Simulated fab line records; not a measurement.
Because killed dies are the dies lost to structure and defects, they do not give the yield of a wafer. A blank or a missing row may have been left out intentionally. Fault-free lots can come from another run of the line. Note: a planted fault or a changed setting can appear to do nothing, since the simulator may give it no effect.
Which tool did it? + flow n5_finfet + 72 wafers from 24 lots sampled at 6 of the route's 1938 steps

WHAT THE GAUGES READ, wafer by wafer
N5_BEOL_M11_THK_MEAS_01. Usual: M11_ILD_THK typically reads 270 nm, with standard deviation 3.6.
| lot  | measured     | on            | M11_ILD_THK (nm) | flag |
|------|--------------|---------------|------------------|------|
| L074 | day 11 01:50 | film_metro-02 | 268 267 271      |      |
| L075 | day 11 06:14 | film_metro-02 | 272 275 273      |      |
| L076 | day 11 16:45 | film_metro-02 | 271 269 275      |      |
| L077 | day 11 17:26 | film_metro-02 | 276 267 276      |      |
| L078 | day 11 22:53 | film_metro-01 | 264 271 271      |      |
| L079 | day 11 23:09 | film_metro-02 | 264 268 267      |      |
| L080 | day 12 02:47 | film_metro-01 | 270 270 275      |      |
| L081 | day 12 21:32 | film_metro-01 | 265 273 265      |      |
| L082 | day 12 23:40 | film_metro-02 | 265 269 278      |      |
| L084 | day 13 07:34 | film_metro-01 | 273 268 275      |      |
| L083 | day 13 08:55 | film_metro-01 | 265 275 274      |      |
| L085 | day 14 05:12 | film_metro-01 | 264 268 274      |      |
| L087 | day 14 06:58 | film_metro-01 | 267 272 272      |      |
| L088 | day 14 07:35 | film_metro-02 | 267 267 272      |      |
| L086 | day 14 07:46 | film_metro-01 | 265 269 273      |      |
| L089 | day 14 09:37 | film_metro-02 | 262 271 268      |      |
| L091 | day 14 16:20 | film_metro-01 | 271 278 275      |      |
| L090 | day 14 22:21 | film_metro-01 | 271 275 273      |      |
| L092 | day 15 09:22 | film_metro-02 | 264 270 267      |      |
| L093 | day 15 10:58 | film_metro-01 | 266 272 268      |      |
| L094 | day 15 21:59 | film_metro-01 | 276 270 273      |      |
| L095 | day 16 07:17 | film_metro-02 | 271 269 273      |      |
| L097 | day 16 23:28 | film_metro-02 | 262 269 270      |      |
| L096 | day 17 03:29 | film_metro-01 | 268 266 263      |      |

N5_BEOL_M11_OVL_MEAS_12. Usual: M11_OVL typically reads 0.2 nm, with standard deviation 0.64.
| lot  | measured     | on         | M11_OVL (nm)   | flag |
|------|--------------|------------|----------------|------|
| L074 | day 11 04:38 | overlay-02 | 1.2 0.2 0.5    |      |
| L075 | day 11 07:27 | overlay-02 | 0.5 -0.1 0.7   |      |
| L076 | day 11 18:22 | overlay-02 | 0.0 0.4 -1.4   |      |
| L077 | day 11 18:47 | overlay-01 | -0.3 0.1 0.0   |      |
| L078 | day 12 02:15 | overlay-01 | -0.7 -0.2 -0.9 |      |
| L079 | day 12 02:28 | overlay-01 | -0.7 0.7 -0.5  |      |
| L080 | day 12 03:18 | overlay-02 | 0.4 0.6 0.6    |      |
| L081 | day 12 22:31 | overlay-01 | -0.6 -0.3 -0.7 |      |
| L082 | day 13 00:48 | overlay-01 | 0.1 0.4 -0.5   |      |
| L084 | day 13 08:43 | overlay-01 | 0.7 0.1 -0.2   |      |
| L083 | day 13 09:41 | overlay-02 | 0.9 0.7 1.0    |      |
| L085 | day 14 05:50 | overlay-01 | -0.3 0.7 1.0   |      |
| L087 | day 14 08:37 | overlay-01 | 0.0 1.0 0.5    |      |
| L088 | day 14 09:02 | overlay-01 | 0.0 -0.8 0.5   |      |
| L086 | day 14 09:22 | overlay-02 | 0.4 0.3 0.4    |      |
| L089 | day 14 12:12 | overlay-02 | 0.3 1.0 -0.2   |      |
| L091 | day 14 19:18 | overlay-01 | 1.4 1.1 1.3    |      |
| L090 | day 15 00:28 | overlay-01 | 1.8 2.0 0.6    |      |
| L092 | day 15 10:15 | overlay-01 | -0.1 0.8 -0.3  |      |
| L093 | day 15 12:38 | overlay-01 | -0.2 0.4 0.1   |      |
| L094 | day 15 23:10 | overlay-02 | 0.4 1.6 0.0    |      |
| L095 | day 16 08:40 | overlay-01 | -0.4 0.4 -0.9  |      |
| L097 | day 17 00:54 | overlay-01 | 0.7 0.5 -0.2   |      |
| L096 | day 17 06:52 | overlay-01 | 0.3 0.4 0.8    |      |

N5_BEOL_M12_OCD_MEAS_35. Usual: trench_depth_nm reads 322 nm (standard deviation 5.2).
| lot  | measured     | on     | trench_depth_nm (nm) | flag |
|------|--------------|--------|----------------------|------|
| L074 | day 11 10:43 | ocd-02 | 320 321 328          |      |
| L075 | day 11 15:23 | ocd-02 | 319 319 321          |      |
| L076 | day 12 01:22 | ocd-01 | 329 323 325          |      |
| L077 | day 12 04:24 | ocd-01 | 326 318 315          |      |
| L078 | day 12 13:34 | ocd-01 | 318 321 325          |      |
| L079 | day 12 13:01 | ocd-01 | 327 328 326          |      |
| L080 | day 12 13:47 | ocd-02 | 327 323 323          |      |
| L081 | day 13 07:19 | ocd-01 | 327 326 328          |      |
| L082 | day 13 10:14 | ocd-01 | 325 320 325          |      |
| L084 | day 13 19:23 | ocd-02 | 320 319 323          |      |
| L083 | day 13 19:08 | ocd-01 | 315 316 310          |      |
| L085 | day 14 12:49 | ocd-01 | 318 321 316          |      |
| L087 | day 14 17:28 | ocd-02 | 319 325 323          |      |
| L088 | day 14 17:57 | ocd-01 | 320 318 322          |      |
| L086 | day 14 18:27 | ocd-02 | 333 321 320          |      |
| L089 | day 14 19:18 | ocd-02 | 326 319 326          |      |
| L091 | day 15 05:17 | ocd-02 | 321 325 322          |      |
| L090 | day 15 08:39 | ocd-02 | 320 323 318          |      |
| L092 | day 15 22:19 | ocd-01 | 319 323 324          |      |
| L093 | day 16 00:05 | ocd-01 | 321 327 321          |      |
| L094 | day 16 07:01 | ocd-01 | 329 327 323          |      |
| L095 | day 16 16:34 | ocd-01 | 320 315 324          |      |
| L097 | day 17 10:19 | ocd-01 | 326 325 326          |      |
| L096 | day 17 15:41 | ocd-01 | 307 319 317          |      |

EACH LOT AND THE TOOL THAT RAN IT (in order: tool; ch and the chambers of the sampled wafers; start)
| lot  | N5_BEOL_M11_STRIP_67               | N5_BEOL_M11_DESCUM_33              | N5_BEOL_M11_ETCH_66                |
|------|------------------------------------|------------------------------------|------------------------------------|
| L074 | rie_diel-02 ch 0,1, day 11 04:55   | rie_diel-02 ch 0,2, day 11 05:49   | rie_diel-02 ch 0,2, day 11 05:54   |
| L075 | rie_diel-02 ch 0,2, day 11 07:44   | rie_diel-04 ch 0,1,2, day 11 09:54 | rie_diel-04 ch 0,1,2, day 11 09:59 |
| L076 | rie_diel-02 ch 0,2, day 11 18:39   | rie_diel-06 ch 0,2, day 11 19:24   | rie_diel-06 ch 0,2, day 11 19:29   |
| L077 | rie_diel-04 ch 0,2,3, day 11 19:05 | rie_diel-02 ch 0,2, day 11 20:20   | rie_diel-02 ch 0,2, day 11 20:25   |
| L078 | rie_diel-04 ch 1,2, day 12 02:32   | rie_diel-02 ch 0,1,3, day 12 07:58 | rie_diel-02 ch 0,1,3, day 12 08:03 |
| L079 | rie_diel-02 ch 1,3, day 12 02:46   | rie_diel-04 ch 0,1,3, day 12 07:40 | rie_diel-04 ch 0,1,3, day 12 07:45 |
| L080 | rie_diel-02 ch 0,1, day 12 03:35   | rie_diel-06 ch 1,3, day 12 08:01   | rie_diel-06 ch 1,3, day 12 08:05   |
| L081 | rie_diel-04 ch 0,1, day 12 23:18   | rie_diel-02 ch 1,2,3, day 13 00:18 | rie_diel-02 ch 1,2,3, day 13 00:23 |
| L082 | rie_diel-06 ch 0,2,3, day 13 01:16 | rie_diel-02 ch 1,2,3, day 13 04:43 | rie_diel-02 ch 1,2,3, day 13 04:47 |
| L084 | rie_diel-04 ch 0,1, day 13 09:08   | rie_diel-04 ch 1,3, day 13 13:05   | rie_diel-04 ch 1,3, day 13 13:10   |
| L083 | rie_diel-06 ch 0,3, day 13 09:59   | rie_diel-06 ch 1,2, day 13 12:59   | rie_diel-06 ch 1,2, day 13 13:05   |
| L085 | rie_diel-04 ch 2,3, day 14 06:10   | rie_diel-02 ch 0,1,3, day 14 07:10 | rie_diel-02 ch 0,1,3, day 14 07:14 |
| L087 | rie_diel-06 ch 1,2, day 14 08:54   | rie_diel-02 ch 1,2,3, day 14 12:16 | rie_diel-02 ch 1,2,3, day 14 12:21 |
| L088 | rie_diel-02 ch 0,1,3, day 14 09:20 | rie_diel-04 ch 0,1, day 14 12:41   | rie_diel-04 ch 0,1, day 14 12:46   |
| L086 | rie_diel-04 ch 2,3, day 14 09:48   | rie_diel-02 ch 0,1,2, day 14 12:44 | rie_diel-02 ch 0,1,2, day 14 12:49 |
| L089 | rie_diel-04 ch 0,1,3, day 14 12:40 | rie_diel-04 ch 0,2, day 14 13:39   | rie_diel-04 ch 0,2, day 14 13:44   |
| L091 | rie_diel-06 ch 0,2, day 14 19:35   | rie_diel-04 ch 1,2, day 14 23:23   | rie_diel-04 ch 1,2, day 14 23:28   |
| L090 | rie_diel-02 ch 0,1, day 15 01:20   | rie_diel-02 ch 0,1, day 15 02:59   | rie_diel-02 ch 0,1, day 15 03:05   |
| L092 | rie_diel-04 ch 0,1, day 15 10:40   | rie_diel-06 ch 0,1, day 15 12:03   | rie_diel-06 ch 0,1, day 15 12:08   |
| L093 | rie_diel-04 ch 0,2, day 15 13:08   | rie_diel-06 ch 0,2, day 15 17:28   | rie_diel-06 ch 0,2, day 15 17:33   |
| L094 | rie_diel-04 ch 0,1,2, day 15 23:36 | rie_diel-04 ch 0,1,2, day 16 00:52 | rie_diel-04 ch 0,1,2, day 16 00:59 |
| L095 | rie_diel-06 ch 0,1,2, day 16 08:58 | rie_diel-06 ch 1,2, day 16 10:59   | rie_diel-06 ch 1,2, day 16 11:04   |
| L097 | rie_diel-02 ch 1,3, day 17 01:16   | rie_diel-04 ch 1,2, day 17 05:23   | rie_diel-04 ch 2,3, day 17 05:29   |
| L096 | rie_diel-06 ch 0,2,3, day 17 07:12 | rie_diel-04 ch 0,2,3, day 17 08:32 | rie_diel-04 ch 0,2,3, day 17 08:37 |
- N5_BEOL_M11_STRIP_67: strips in CF4.
- N5_BEOL_M11_DESCUM_33: chemistry O2, time 7.9 s.
- N5_BEOL_M11_ETCH_66: etches SOC in N2/H2, target depth 120 nm, overetch 24 nm, time 180 s.

WHAT THE TOOLS THEMSELVES READ (means of the sampled wafers that have a number; where no wafer has one, the mark that the record gives instead)
N5_BEOL_M11_STRIP_67. Usual: for bias_power_w, 75.02 W with a standard deviation of 0.26; for drypump_motor_current_A, 5.7 A with a standard deviation of 0.5; for oes_product_au, 0.80 a.u. with a standard deviation of 0.078; for power_w, 299.9 W with a standard deviation of 0.9; for rf_vpp_V, 270.9 V with a standard deviation of 1.3; for showerhead_plenum_p_Torr, 1.79 Torr with a standard deviation of 0.045; for throttle_valve_pct, 13.63 % with a standard deviation of 0.28.
| lot  | tool        | bias_power_w (W) | drypump_motor_current_A (A) | oes_product_au (a.u.) | power_w (W) | rf_vpp_V (V) | showerhead_plenum_p_Torr (Torr) | throttle_valve_pct (%) | flag |
|------|-------------|------------------|-----------------------------|-----------------------|-------------|--------------|---------------------------------|------------------------|------|
| L074 | rie_diel-02 | 74.84            | 5.9                         | 0.79                  | 299.4       | 270.7        | 1.75                            | 13.52                  |      |
| L075 | rie_diel-02 | 74.73            | 5.9                         | 0.71                  | 300.4       | 270.2        | 1.78                            | 13.88                  |      |
| L076 | rie_diel-02 | 74.92            | 5.9                         | 0.69                  | 299.5       | 270.1        | 1.79                            | 13.80                  |      |
| L077 | rie_diel-04 | 74.93            | 5.7                         | 0.77                  | 299.7       | 272.0        | 1.82                            | 13.74                  |      |
| L078 | rie_diel-04 | 74.77            | 6.4                         | 0.73                  | 299.4       | 271.4        | 1.82                            | 13.64                  |      |
| L079 | rie_diel-02 | 75.00            | 5.6                         | 0.78                  | 299.7       | 271.4        | 1.74                            | 13.55                  |      |
| L080 | rie_diel-02 | 75.16            | 5.9                         | 0.78                  | 300.1       | 270.6        | 1.75                            | 13.55                  |      |
| L081 | rie_diel-04 | 75.22            | 6.2                         | 0.81                  | 301.2       | 270.6        | 1.79                            | 13.53                  |      |
| L082 | rie_diel-06 | 75.26            | 5.1                         | 0.80                  | 300.1       | 270.4        | 1.77                            | 13.70                  |      |
| L084 | rie_diel-04 | 75.19            | 5.9                         | 0.84                  | 299.7       | 270.5        | 1.78                            | 13.60                  |      |
| L083 | rie_diel-06 | 75.13            | 5.3                         | 0.74                  | 299.4       | 269.6        | 1.73                            | 13.96                  |      |
| L085 | rie_diel-04 | 75.11            | 5.8                         | 0.86                  | 299.7       | 272.3        | 1.84                            | 13.50                  |      |
| L087 | rie_diel-06 | 75.16            | 5.0                         | 0.89                  | 299.8       | 272.8        | 1.87                            | 13.31                  |      |
| L088 | rie_diel-02 | 75.13            | 5.7                         | 0.75                  | 298.7       | 269.8        | 1.74                            | 13.83                  |      |
| L086 | rie_diel-04 | 75.21            | 5.6                         | 0.78                  | 300.2       | 272.8        | 1.83                            | 13.57                  |      |
| L089 | rie_diel-04 | 75.13            | 5.8                         | 0.77                  | 300.1       | 272.1        | 1.80                            | 13.60                  |      |
| L091 | rie_diel-06 | 75.10            | 5.1                         | 0.81                  | 299.6       | 270.5        | 1.77                            | 13.64                  |      |
| L090 | rie_diel-02 | 75.04            | 6.0                         | 0.73                  | 299.7       | 269.8        | 1.76                            | 13.81                  |      |
| L092 | rie_diel-04 | 74.86            | 6.2                         | 0.78                  | 299.3       | 270.5        | 1.79                            | 13.58                  |      |
| L093 | rie_diel-04 | 74.85            | 5.9                         | 0.89                  | 300.6       | 271.2        | 1.81                            | 13.56                  |      |
| L094 | rie_diel-04 | 75.12            | 6.1                         | 0.83                  | 300.4       | 270.7        | 1.80                            | 13.57                  |      |
| L095 | rie_diel-06 | 75.14            | 5.1                         | 0.83                  | 300.4       | 271.8        | 1.82                            | 13.51                  |      |
| L097 | rie_diel-02 | 75.04            | 5.6                         | 0.75                  | 300.1       | 269.0        | 1.73                            | 13.64                  |      |
| L096 | rie_diel-06 | 75.18            | 5.2                         | 0.76                  | 299.9       | 270.6        | 1.76                            | 13.76                  |      |

N5_BEOL_M11_DESCUM_33. Usual: bias_power_w 20.00 W, standard deviation 0.063; drypump_motor_current_A 5.6 A, standard deviation 0.5; oes_product_au 0.80 a.u., standard deviation 0.085; rf_vpp_V 242.9 V, standard deviation 1.2; showerhead_plenum_p_Torr 2.08 Torr, standard deviation 0.067; throttle_valve_pct 20.45 %, standard deviation 0.29.
| lot  | tool        | bias_power_w (W) | drypump_motor_current_A (A) | oes_product_au (a.u.) | rf_vpp_V (V) | showerhead_plenum_p_Torr (Torr) | throttle_valve_pct (%) | flag |
|------|-------------|------------------|-----------------------------|-----------------------|--------------|---------------------------------|------------------------|------|
| L074 | rie_diel-02 | 19.98            | 5.9                         | 0.71                  | 243.2        | 2.05                            | 20.47                  |      |
| L075 | rie_diel-04 | 20.01            | 6.0                         | 0.80                  | 243.1        | 2.11                            | 20.62                  |      |
| L076 | rie_diel-06 | 20.01            | 5.0                         | 0.86                  | 243.5        | 2.10                            | 20.34                  |      |
| L077 | rie_diel-02 | 20.08            | 5.9                         | 0.71                  | 242.2        | 2.04                            | 20.48                  |      |
| L078 | rie_diel-02 | 19.99            | 5.7                         | 0.77                  | 242.0        | 2.02                            | 20.59                  |      |
| L079 | rie_diel-04 | 19.96            | 5.8                         | 0.78                  | 243.9        | 2.11                            | 20.43                  |      |
| L080 | rie_diel-06 | 19.96            | 5.2                         | 0.87                  | 244.1        | 2.14                            | 20.33                  |      |
| L081 | rie_diel-02 | 19.98            | 5.6                         | 0.83                  | 242.4        | 2.02                            | 20.30                  |      |
| L082 | rie_diel-02 | 19.97            | 5.6                         | 0.84                  | 242.3        | 2.02                            | 20.31                  |      |
| L084 | rie_diel-04 | 20.00            | 5.7                         | 0.70                  | 243.9        | 2.14                            | 20.33                  |      |
| L083 | rie_diel-06 | 20.01            | 5.0                         | 0.90                  | 245.3        | 2.20                            | 20.18                  |      |
| L085 | rie_diel-02 | 20.01            | 5.7                         | 0.75                  | 241.6        | 2.02                            | 20.62                  |      |
| L087 | rie_diel-02 | 20.02            | 5.6                         | 0.83                  | 242.2        | 2.01                            | 20.32                  |      |
| L088 | rie_diel-04 | 19.98            | 6.2                         | 0.79                  | 242.3        | 2.09                            | 20.43                  |      |
| L086 | rie_diel-02 | 19.93            | 5.9                         | 0.82                  | 242.5        | 2.03                            | 20.28                  |      |
| L089 | rie_diel-04 | 20.02            | 5.9                         | 0.92                  | 243.3        | 2.12                            | 20.52                  |      |
| L091 | rie_diel-04 | 20.01            | 6.2                         | 0.88                  | 242.7        | 2.14                            | 20.38                  |      |
| L090 | rie_diel-02 | 20.06            | 5.9                         | 0.78                  | 242.4        | 2.03                            | 20.43                  |      |
| L092 | rie_diel-06 | 19.95            | 5.2                         | 0.86                  | 243.4        | 2.16                            | 20.43                  |      |
| L093 | rie_diel-06 | 20.00            | 5.1                         | 0.80                  | 242.4        | 2.06                            | 20.60                  |      |
| L094 | rie_diel-04 | 19.97            | 6.1                         | 0.83                  | 243.6        | 2.10                            | 20.50                  |      |
| L095 | rie_diel-06 | 20.00            | 5.0                         | 0.87                  | 243.4        | 2.19                            | 20.23                  |      |
| L097 | rie_diel-04 | 19.97            | 6.2                         | 0.83                  | 243.3        | 2.13                            | 20.40                  |      |
| L096 | rie_diel-04 | 20.04            | 5.7                         | 0.89                  | 243.4        | 2.12                            | 20.40                  |      |

N5_BEOL_M11_ETCH_66. Usual: drypump_motor_current_A 5.7 A, standard deviation 0.5; h2_flow_sccm 200.1 sccm, standard deviation 0.59; oes_product_au 0.64 a.u., standard deviation 0.065; rf_vpp_V 523.7 V, standard deviation 2.3; showerhead_plenum_p_Torr 2.53 Torr, standard deviation 0.086; throttle_valve_pct 17.86 %, standard deviation 0.29.
| lot  | tool        | drypump_motor_current_A (A) | h2_flow_sccm (sccm) | oes_product_au (a.u.) | rf_vpp_V (V) | showerhead_plenum_p_Torr (Torr) | throttle_valve_pct (%) | flag |
|------|-------------|-----------------------------|---------------------|-----------------------|--------------|---------------------------------|------------------------|------|
| L074 | rie_diel-02 | 5.9                         | 200.2               | 0.58                  | 523.1        | 2.51                            | 17.98                  |      |
| L075 | rie_diel-04 | 6.1                         | 200.4               | 0.64                  | 523.7        | 2.56                            | 17.98                  |      |
| L076 | rie_diel-06 | 5.0                         | 200.1               | 0.70                  | 524.7        | 2.56                            | 17.71                  |      |
| L077 | rie_diel-02 | 5.9                         | 199.9               | 0.57                  | 522.9        | 2.51                            | 17.99                  |      |
| L078 | rie_diel-02 | 5.6                         | 199.9               | 0.61                  | 522.7        | 2.46                            | 17.93                  |      |
| L079 | rie_diel-04 | 5.8                         | 200.0               | 0.63                  | 523.7        | 2.56                            | 17.82                  |      |
| L080 | rie_diel-06 | 5.2                         | 200.1               | 0.69                  | 525.8        | 2.63                            | 17.86                  |      |
| L081 | rie_diel-02 | 5.6                         | 200.0               | 0.67                  | 522.6        | 2.46                            | 17.72                  |      |
| L082 | rie_diel-02 | 5.6                         | 200.0               | 0.67                  | 521.8        | 2.46                            | 17.71                  |      |
| L084 | rie_diel-04 | 5.7                         | 199.9               | 0.58                  | 525.1        | 2.61                            | 17.81                  |      |
| L083 | rie_diel-06 | 5.0                         | 200.5               | 0.72                  | 527.5        | 2.68                            | 17.62                  |      |
| L085 | rie_diel-02 | 5.6                         | 200.0               | 0.60                  | 522.6        | 2.45                            | 17.96                  |      |
| L087 | rie_diel-02 | 5.6                         | 199.7               | 0.66                  | 521.2        | 2.45                            | 17.72                  |      |
| L088 | rie_diel-04 | 6.2                         | 200.1               | 0.63                  | 523.4        | 2.52                            | 17.69                  |      |
| L086 | rie_diel-02 | 5.9                         | 200.1               | 0.65                  | 522.9        | 2.48                            | 17.71                  |      |
| L089 | rie_diel-04 | 5.9                         | 200.0               | 0.74                  | 524.4        | 2.58                            | 17.98                  |      |
| L091 | rie_diel-04 | 6.3                         | 200.5               | 0.70                  | 525.5        | 2.60                            | 17.84                  |      |
| L090 | rie_diel-02 | 5.9                         | 200.1               | 0.61                  | 521.8        | 2.46                            | 17.74                  |      |
| L092 | rie_diel-06 | 5.2                         | 200.6               | 0.68                  | 526.5        | 2.63                            | 17.83                  |      |
| L093 | rie_diel-06 | 5.2                         | 199.9               | 0.65                  | 522.7        | 2.50                            | 17.95                  |      |
| L094 | rie_diel-04 | 6.1                         | 200.2               | 0.67                  | 523.7        | 2.54                            | 17.86                  |      |
| L095 | rie_diel-06 | 5.0                         | 200.9               | 0.69                  | 527.4        | 2.67                            | 17.66                  |      |
| L097 | rie_diel-04 | 5.9                         | 199.8               | 0.72                  | 524.4        | 2.62                            | 17.87                  |      |
| L096 | rie_diel-04 | 5.7                         | 200.3               | 0.71                  | 525.3        | 2.58                            | 17.86                  |      |

THE ANSWER, worked out from the rows above alone
Rule: a lot is off if the mean of its wafers that have a number lies more than 3 standard deviations from the usual mean. Also off: a lot with no number at a reading for which 4 or more lots have one. Any other lot the step has rows for is counted as sound. First the gauges in route order, then the tools' own readings, where a lot's mean is used as printed above. The first step at which some lot is off is used, and at that step the reading that is off furthest; a lot without a number counts as furthest.
Nothing can be told from this: no lot is off at any reading shown.

WHAT THE SIMULATOR PUT IN
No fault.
